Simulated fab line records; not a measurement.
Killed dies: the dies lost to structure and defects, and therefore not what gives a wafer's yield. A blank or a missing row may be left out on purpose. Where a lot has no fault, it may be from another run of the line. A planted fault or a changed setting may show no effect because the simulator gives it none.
fab line records	flow n5-finfet
[record] lots = 7	wafers = 20	last-day = 20
route steps=1938 shown BEOL_M15@1815 PASSIVATION@1936
lots untouched by any fault: they come from a run of this same line in which no faults occurred
start-h: hours from the record's first day to the start of the lot's first wafer shown	wait-h: hours elapsed since this lot's preceding step	" repeats the value in the row above	L1.1+2: a row that stands for several wafers	- either no value or no given start	* or withheld: withheld	< > ~ a bound
route shown NAME@n: NAME is a module with steps in the file, n the number in the route of the first one	usual: mean/standard deviation taken from wafers without a fault	same: alike in all rows	chamber/n: place in a boat	sites: readings site by site	_std_site: the values' standard deviation	_edge_site: outer sites' mean less inner sites'	radius-mm: for every site, how far away it sits from the centre of the wafer	mask NAME#n: copy n	behind: the most recent tool/chamber to have shaped the wafer	hold: cause of the lot's hold/its duration in hours/its outcome	device: whichever transistor did not switch (one of n, p or np)	end of line: tests run on the same wafers once the route is complete	a step without rows: its recipe alone	killed: at the first sort, the dies lost to defects and structure; wafer yield is something else	map: a wafer's dies, x killed, . not, _ none there
set.NAME: the setting that was run; set.NAME@STEP: the one run at that earlier step	model.NAME: the simulator's own value behind a step, which no gauge read
a table for each step, a row for each wafer; lots at some steps of the route
services: the hour from which a tool's chamber was out of use, counted from the record's first day as start-h (under 0 if before that day), plus the number of hours and why
[[steps]]
[step N5_BEOL_M15_PRECLEAN_39]
[recipe] chemistry = residue-remover	time-s = 60	temp-c = 40
[step N5_BEOL_M15_SRD_40]
[recipe] time-s = 30	temp-c = 23	rinse-liquid = diw	dry = n2-spin	spin-rpm = 1500	dry-time-s = 30
[step N5_BEOL_M15_DEGAS_41]
[recipe] ambient = vacuum	temp-c = 300	time-s = 60
[usual] heater-power-w = 459/63
lot.wafer	tool	chamber	start-h	wait-h	heater-power-w
L106.1	pvd-sputter-03	-	338.25	0.2	557
L106.3	"	-	"	"	443
L106.4	"	-	"	"	510
L113.2	pvd-sputter-02	-	385.89	0.2	374
L113.4	"	-	"	"	445
L113.6	"	-	"	"	449
L116.1	pvd-sputter-01	-	398.03	0.6	393
L116.3	"	-	"	"	465
L116.5	"	-	"	"	378
L115.1	pvd-sputter-01	-	413.93	1.7	485
L115.2	"	-	"	"	389
L115.6	"	-	"	"	467
L118.1	pvd-sputter-01	-	414.93	0.8	405
L118.6	"	-	"	"	403
L124.1	pvd-sputter-01	-	447.28	0.2	397
L124.3	"	-	"	"	475
L124.4	"	-	"	"	384
L125.3	pvd-sputter-03	-	466.05	0.3	437
L125.5	"	-	"	"	537
L125.6	"	-	"	"	548
[step N5_BEOL_M15_PRE_CLEAN_42]
[recipe] gas = H2/He	time-s = 30	temp-c = 300
[usual] heater-power-w = 459/63
lot.wafer	tool	chamber	start-h	wait-h	heater-power-w
L106.1	pvd-sputter-03	-	338.29	0.0	556
L106.3	"	-	"	"	446
L106.4	"	-	"	"	537
L113.2	pvd-sputter-02	-	385.93	0.0	372
L113.4	"	-	"	"	441
L113.6	"	-	"	"	457
L116.1	pvd-sputter-01	-	398.07	0.0	405
L116.3	"	-	"	"	456
L116.5	"	-	"	"	375
L115.1	pvd-sputter-01	-	413.97	0.0	463
L115.2	"	-	"	"	399
L115.6	"	-	"	"	469
L118.1	pvd-sputter-01	-	414.97	0.0	397
L118.6	"	-	"	"	398
L124.1	pvd-sputter-01	-	447.32	0.0	391
L124.3	"	-	"	"	482
L124.4	"	-	"	"	381
L125.3	pvd-sputter-03	-	466.09	0.0	447
L125.5	"	-	"	"	529
L125.6	"	-	"	"	546
[step N5_BEOL_M15_SPUTTER_43]
[recipe] material = TaN	target-thk-a = 150	temp-c = 50	bias-v = 168.6	power-w = 15000	chamber-pressure-pa = 0.12	time-s = 24.19
[usual] cathode-dc-power-W = 15000/2.9	throttle-valve-pct = 30.4/0.76
lot.wafer	tool	chamber	start-h	wait-h	cathode-dc-power-W	throttle-valve-pct
L106.1	pvd-sputter-03	-	338.33	0.0	14998	29.9
L106.3	"	-	"	"	14995	30.1
L106.4	"	-	"	"	15000	30.5
L113.2	pvd-sputter-02	-	385.97	0.0	14997	31.5
L113.4	"	-	"	"	14996	30.3
L113.6	"	-	"	"	15001	30.4
L116.1	pvd-sputter-01	-	398.11	0.0	14998	31.2
L116.3	"	-	"	"	14999	28.8
L116.5	"	-	"	"	14999	31.2
L115.1	pvd-sputter-01	-	414.01	0.0	14998	31.2
L115.2	"	-	"	"	15005	31.1
L115.6	"	-	"	"	15002	29.1
L118.1	pvd-sputter-01	-	415.01	0.0	15000	31.3
L118.6	"	-	"	"	15002	31.3
L124.1	pvd-sputter-01	-	447.36	0.0	15001	31.2
L124.3	"	-	"	"	15001	29.2
L124.4	"	-	"	"	14994	31.3
L125.3	pvd-sputter-03	-	466.13	0.0	15003	29.8
L125.5	"	-	"	"	15001	30.5
L125.6	"	-	"	"	15005	30.2
[step N5_BEOL_M15_SPUTTER_44]
[recipe] material = Ta	target-thk-a = 150	temp-c = 50	bias-v = 80	power-w = 15000	chamber-pressure-pa = 0.07	time-s = 24.19
[step N5_BEOL_M15_SPUTTER_45]
[recipe] material = Cu	target-thk-a = 1000	temp-c = -20	bias-v = 60	power-w = 26000	chamber-pressure-pa = 0.13	time-s = 16.67
[step N5_BEOL_M15_ECD_47]
[recipe] material = Cu	target-thk-a = 18600
[step N5_BEOL_M15_ANNEAL_48]
[recipe] temp-c = 225	time-s = 90	ambient = N2
[usual] anneal-temp-c = 224.98/0.16	wafer_temp_C_max = 226.4/0.33
lot.wafer	tool	chamber	start-h	wait-h	anneal-temp-c	wafer_temp_C_max
L106.1	rtp-anneal-02	0	338.85	0.2	224.90	226.6
L106.3	"	0	"	"	224.68	226.6
L106.4	"	0	"	"	224.85	226.1
L113.2	rtp-anneal-01	0	386.54	0.2	224.95	225.9
L113.4	"	0	"	"	225.09	226.1
L113.6	"	0	"	"	225.13	226.3
L116.1	rtp-anneal-01	0	398.63	0.2	224.79	226.4
L116.3	"	0	"	"	224.96	226.2
L116.5	"	0	"	"	224.60	226.1
L115.1	rtp-anneal-01	0	414.53	0.2	224.82	226.2
L115.2	"	0	"	"	225.13	226.3
L115.6	"	0	"	"	224.96	225.8
L118.1	rtp-anneal-02	0	415.53	0.2	224.77	226.1
L118.6	"	0	"	"	224.50	226.1
L124.1	rtp-anneal-01	0	447.88	0.2	224.96	226.2
L124.3	"	0	"	"	224.90	226.2
L124.4	"	0	"	"	225.06	225.8
L125.3	rtp-anneal-02	0	466.74	0.2	224.70	226.5
L125.5	"	0	"	"	225.02	227.2
L125.6	"	0	"	"	224.84	226.6
[step N5_BEOL_M15_CMP_49]
[recipe] stop-on = SiO2	t-overpolish-s = 4.9	down-force-psi = 2	platen-rpm = 80	clearing-platen-down-force-psi = 2	clearing-platen-rpm = 80	post-cmp-clean = cu-alkaline	target-thk-nm = 850	clearing-platen-pad-velocity-m-s = 1.5917	pad-velocity-m-s = 1.5917
[usual] barrier-field-endpoint-s = 11.47/0.24	clearing-platen-down-force-psi = 2.000/0.0041	edge-zone-pressure-frac = 1.000/0.0047	motor-current-A = 8.2/0.79	overpolish-run-s = 4.900/0.01
lot.wafer	tool	chamber	start-h	wait-h	barrier-field-endpoint-s	clearing-platen-down-force-psi	edge-zone-pressure-frac	motor-current-A	overpolish-run-s
L106.1	cmp-04	2	339.14	0.3	11.76	1.998	1.006	7.9	4.882
L106.3	"	0	"	"	11.74	2.003	1.000	7.3	4.916
L106.4	"	1	"	"	11.58	2.008	1.000	7.0	4.911
L113.4	cmp-01	0	386.86	0.2	11.43	1.999	0.999	7.8	4.908
L113.2	"	1	"	"	11.39	2.004	0.991	9.5	4.907
L113.6	"	2	"	"	11.62	2.002	1.003	7.4	4.899
L116.3	cmp-02	3	398.93	0.2	11.81	1.998	0.997	7.1	4.902
L116.1	"	1	"	"	11.45	2.000	0.995	8.3	4.903
L116.5	"	0	"	"	11.35	1.998	0.997	8.8	4.906
L115.2	cmp-01	3	414.83	0.2	11.21	1.999	1.006	8.4	4.893
L115.1	"	0	"	"	11.56	1.997	1.001	7.6	4.893
L115.6	"	0	"	"	11.52	2.004	0.997	7.8	4.897
L118.1	cmp-01	2	415.88	0.3	11.55	2.001	1.006	7.0	4.906
L118.6	"	2	"	"	11.27	2.002	0.993	7.3	4.908
L124.4	cmp-04	2	448.17	0.1	11.16	1.999	0.993	7.5	4.896
L124.3	"	0	"	"	11.53	1.992	1.008	7.3	4.905
L124.1	"	1	"	"	11.53	2.001	0.998	7.2	4.871
L125.3	cmp-02	0	467.02	0.2	10.95	1.998	1.006	8.8	4.899
L125.6	"	2	"	"	11.07	1.997	1.003	9.3	4.890
L125.5	"	3	"	"	11.15	1.993	1.000	7.6	4.908
[step N5_BEOL_M15_THK_MEAS_50]
[recipe] thk-meas-gauge = xrf	reads = Cu_of_BEOL_M15_ECD_47
[usual] M15_THK = 813/14
lot.wafer	tool	chamber	start-h	wait-h	M15_THK[nm]
L106.1	film-metro-02	-	339.44	-	804
L106.3	"	-	"	"	807
L106.4	"	-	"	"	817
L113.2	film-metro-01	-	387.08	-	827
L113.4	"	-	"	"	802
L113.6	"	-	"	"	802
L116.1	film-metro-01	-	399.23	-	795
L116.3	"	-	"	"	799
L116.5	"	-	"	"	797
L115.1	film-metro-01	-	415.13	-	815
L115.2	"	-	"	"	816
L115.6	"	-	"	"	817
L118.1	film-metro-02	-	416.14	-	819
L118.6	"	-	"	"	813
L124.1	film-metro-01	-	448.47	-	826
L124.3	"	-	"	"	826
L124.4	"	-	"	"	811
L125.3	film-metro-01	-	467.24	-	848
L125.5	"	-	"	"	839
L125.6	"	-	"	"	835
[step N5_BEOL_M15_PRE_CLEAN_52]
[recipe] gas = NH3	time-s = 15	temp-c = withheld	rf-power-w = 300
[step N5_BEOL_M15_DEP_53]
[recipe] material = SiCN	target-thk-a = 500	temp-c = withheld	precursor = 3MS/NH3	pressure-torr = 3	rf-w = 675	time-s = 17.8
[usual] rf-fwd-power-W = 666.6/2.4	showerhead-plenum-p-Torr = 4.153/0.021	throttle-valve-pct = 17.9/1.1
lot.wafer	tool	chamber	start-h	wait-h	rf-fwd-power-W	showerhead-plenum-p-Torr	throttle-valve-pct	model.SiCN_of_BEOL_M15_DEP_53.thk-nm
L106.1	pecvd-02	1	339.50	0.0	668.9	4.122	19.6	49.8
L106.3	"	0	"	"	665.5	4.147	18.9	49.2
L106.4	"	1	"	"	670.6	4.110	19.5	50
L113.2	pecvd-02	2	387.15	0.0	665.2	4.164	16.9	49.4
L113.4	"	1	"	"	667.0	4.111	19.6	49.8
L113.6	"	2	"	"	668.1	4.143	16.6	50
L116.1	pecvd-02	0	399.29	0.0	660.0	4.138	18.7	56.4
L116.3	"	1	"	"	673.2	4.124	19.4	48.8
L116.5	"	0	"	"	665.3	4.138	18.7	49.6
L115.1	pecvd-02	2	415.20	0.0	668.7	4.153	17.1	56.6
L115.2	"	0	"	"	669.5	4.120	18.5	56
L115.6	"	2	"	"	670.0	4.150	17.0	50.2
L118.1	pecvd-02	2	416.21	0.0	668.3	4.159	17.1	56.4
L118.6	"	2	"	"	664.2	4.166	17.1	50.4
L124.1	pecvd-01	1	448.53	0.0	667.1	4.135	16.4	50.2
L124.3	"	0	"	"	666.8	4.167	18.5	50.6
L124.4	"	2	"	"	663.0	4.160	16.1	51
L125.3	pecvd-03	1	467.30	0.0	668.1	4.187	17.4	49.8
L125.5	"	0	"	"	670.7	4.160	17.7	51.2
L125.6	"	2	"	"	663.9	4.171	18.5	50.6
[step N5_BEOL_M15_RS_MEAS_54]
[recipe] thk-meas-gauge = four-point-probe	reads = Cu_of_BEOL_M15_ECD_47+Ta_of_BEOL_M15_SPUTTER_44+TaN_of_BEOL_M15_SPUTTER_43
[usual] M15_RS = 0.0216/0.00031
lot.wafer	tool	chamber	start-h	wait-h	M15_RS[ohm/sq]
L106.1	film-metro-01	-	339.57	0.0	0.0218
L106.3	"	-	"	"	0.0218
L106.4	"	-	"	"	0.0215
L113.2	film-metro-01	-	387.21	0.1	0.0212
L113.4	"	-	"	"	0.0221
L113.6	"	-	"	"	0.0219
L116.1	film-metro-02	-	399.35	0.0	0.0220
L116.3	"	-	"	"	0.0217
L116.5	"	-	"	"	0.0218
L115.1	film-metro-02	-	415.29	0.1	0.0214
L115.2	"	-	"	"	0.0216
L115.6	"	-	"	"	0.0216
L118.1	film-metro-01	-	416.30	0.1	0.0213
L118.6	"	-	"	"	0.0215
L124.1	film-metro-02	-	448.60	0.0	0.0213
L124.3	"	-	"	"	0.0213
L124.4	"	-	"	"	0.0218
L125.3	film-metro-02	-	467.37	0.1	0.0211
L125.5	"	-	"	"	0.0212
L125.6	"	-	"	"	0.0215
[step N5_PASSIVATION_PROBE_49]
[usual] defect-limited-yield = 91.2/1.4	killed_at_M0_to_M3 = 36/11	killed_at_M4_up = 14/5.6	killed-at-contacts = 12/5.9	killed-at-front-end = 38/13	killed-at-other = 3.5/2.7	killed-dies = 104/17	killed-open = 68/12	killed-short = 34/8.2	sort_bin_5_function = 5.1/0.95	sort_bin_6_memory = 3.3/0.7	sort_bin_8_speed = 0.00/0.007	sort-n-pass = 1076/17	sort-yield-pct = 91.2/1.4
[same] gross-dies = 1180	killed-at-back-side = 0	sort_bin_4_leakage[%] = 0
lot.wafer	tool	chamber	start-h	wait-h	defect-limited-yield[%]	killed_at_M0_to_M3	killed_at_M4_up	killed-at-contacts	killed-at-front-end	killed-at-other	killed-dies	killed-open	killed-short	sort_bin_5_function[%]	sort_bin_6_memory[%]	sort_bin_8_speed[%]	sort-n-pass	sort-yield-pct[%]
L106.1	prober-02	-	353.12	0.0	91.7	35	5	5	52	1	98	59	35	4.3	3.1	0	1082	91.7
L106.3	prober-02	-	353.22	0.1	90.1	44	5	3	62	3	117	74	37	5.6	3.5	0	1063	90.1
L106.4	prober-02	-	353.27	0.2	92.7	39	6	5	32	4	86	57	28	4.1	2.9	0	1094	92.7
L118.1	prober-02	-	432.66	0.0	89.1	59	12	10	46	2	129	84	44	6.4	4.2	0	1051	89.1
L118.6	prober-02	-	432.91	0.3	88.6	50	10	20	45	9	134	93	39	6.9	4.0	0	1046	88.6
L125.3	prober-02	-	481.31	0.1	88.1	34	16	7	81	2	140	100	37	7.1	4.7	0	1040	88.1
L125.5	prober-02	-	481.41	0.2	89.8	29	21	12	55	3	120	86	30	6.2	3.6	0	1060	89.8
L125.6	prober-02	-	481.46	0.3	90.6	34	17	11	45	4	111	69	40	5.5	3.4	0	1069	90.6
// killed by level:class
L106.1 FIN_SAQP:geometric-particle:open=12 BEOL_M0_SAQP:geometric-particle:short=11 BEOL_M1:geometric-particle:open=8 DUMMY_GATE:geometric-particle:open=7 BEOL_M0_SAQP:geometric-particle:open=7 STI_FIN_REVEAL:geometric-particle:open=6 GATE_CUT:geometric-particle:short=5 MOL_CONTACT_COAG:geometric-particle:open=5
L106.3 STI_FIN_REVEAL:geometric-particle:open=19 BEOL_M1:geometric-particle:open=11 BEOL_M0_SAQP:geometric-particle:open=10 FIN_SAQP:geometric-particle:open=8 GATE_CUT:geometric-particle:short=8 BEOL_M0_SAQP:geometric-particle:short=7 FIN_SAQP:geometric-particle:short=6 HKMG_FIN:area-etch=6
L106.4 BEOL_M1:geometric-particle:open=10 BEOL_M3:geometric-particle:open=10 FIN_SAQP:geometric-particle:open=7 STI_FIN_REVEAL:geometric-particle:open=7 BEOL_M0_SAQP:geometric-particle:short=7 FIN_SAQP:geometric-particle:short=6 BEOL_M0_SAQP:geometric-particle:open=6 MOL_CONTACT_COAG:geometric-particle:open=5
L118.1 BEOL_M0_SAQP:geometric-particle:short=13 BEOL_M1:geometric-particle:open=12 BEOL_M2:geometric-particle:open=12 MOL_CONTACT_COAG:geometric-particle:open=10 STI_FIN_REVEAL:geometric-particle:open=9 FIN_SAQP:geometric-particle:short=8 BEOL_M0_SAQP:geometric-particle:open=7 DUMMY_GATE:geometric-particle:open=6
L118.6 MOL_CONTACT_COAG:geometric-particle:open=18 FIN_SAQP:geometric-particle:short=13 FIN_SAQP:geometric-particle:open=12 BEOL_M0_SAQP:geometric-particle:short=12 BEOL_M0_SAQP:geometric-particle:open=10 BEOL_M2:geometric-particle:open=9 BEOL_M3:geometric-particle:open=8 BEOL_M1:geometric-particle:open=5
L125.3 STI_FIN_REVEAL:geometric-particle:open=44 FIN_SAQP:geometric-particle:short=10 BEOL_M2:geometric-particle:open=10 STI_FIN_REVEAL:geometric-particle:short=8 BEOL_M4:geometric-particle:open=8 FIN_SAQP:geometric-particle:open=7 MOL_CONTACT_COAG:geometric-particle:open=7 BEOL_M0_SAQP:geometric-particle:short=5
L125.5 STI_FIN_REVEAL:geometric-particle:open=24 BEOL_M2:geometric-particle:open=12 BEOL_M4:geometric-particle:open=12 MOL_CONTACT_COAG:geometric-particle:open=10 FIN_SAQP:geometric-particle:short=8 BEOL_M0_SAQP:geometric-particle:short=5 FIN_SAQP:geometric-particle:open=4 STI_FIN_REVEAL:geometric-particle:short=4
L125.6 STI_FIN_REVEAL:geometric-particle:open=15 BEOL_M0_SAQP:geometric-particle:open=11 MOL_CONTACT_COAG:geometric-particle:open=7 BEOL_M4:geometric-particle:open=7 STI_FIN_REVEAL:geometric-particle:short=6 FIN_SAQP:geometric-particle:short=5 BEOL_M0_SAQP:geometric-particle:short=5 BEOL_M1:geometric-particle:open=5
[[services]]
tool	chamber	start-h	hours	kind
cmp-01	-	329.22	0.7	repair
pvd-sputter-03	-	347.98	6.3	repair
pecvd-01	1	354.25	5.5	scheduled-down
pecvd-03	1	354.75	3.0	repair
pvd-sputter-02	-	357.28	0.6	repair
pecvd-03	1	359.84	-	clean
pecvd-03	1	359.84	29.5	scheduled-down
pecvd-03	1	359.84	29.5	vent-cycle
cmp-02	-	367.00	6.2	repair
cmp-04	-	373.98	0.7	repair
cmp-02	-	374.73	4.0	repair
pecvd-01	1	383.62	-	clean
pecvd-01	1	383.62	-	consumable-replace:showerhead
pecvd-01	1	383.62	29.0	scheduled-down
cmp-02	-	384.41	4.9	pm
cmp-04	-	415.72	0.4	repair
cmp-01	-	419.39	6.0	repair
cmp-04	-	432.84	4.0	pm
cmp-04	-	436.84	-	consumable-replace:conditioner
cmp-04	-	436.84	-	consumable-replace:pad
cmp-01	-	445.43	2.5	repair
cmp-02	-	452.55	5.5	pm
pecvd-02	2	457.44	2.1	scheduled-down
pecvd-02	0	461.92	12.2	repair
[[key]]
first-sign none at tools or gauges
[model-effect] step = N5_BEOL_M15_DEP_53	value = SiCN_of_BEOL_M15_DEP_53.thk-nm	without = 49.4	struck = 56.35
met-at N5_BEOL_M15_DEP_53
struck-wafers L115.1,L115.2,L116.1,L118.1
onset-between 387.15 399.29
[fault] kind = process-parameter-drift	tool = pecvd-02	chamber = -	onset-h = 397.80	steps = N5_BEOL_M15_DEP_53	channel = time-s	offset = *	shape = step	end-h = 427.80	scope = struck-wafers-only	acts-in = *	stated = *
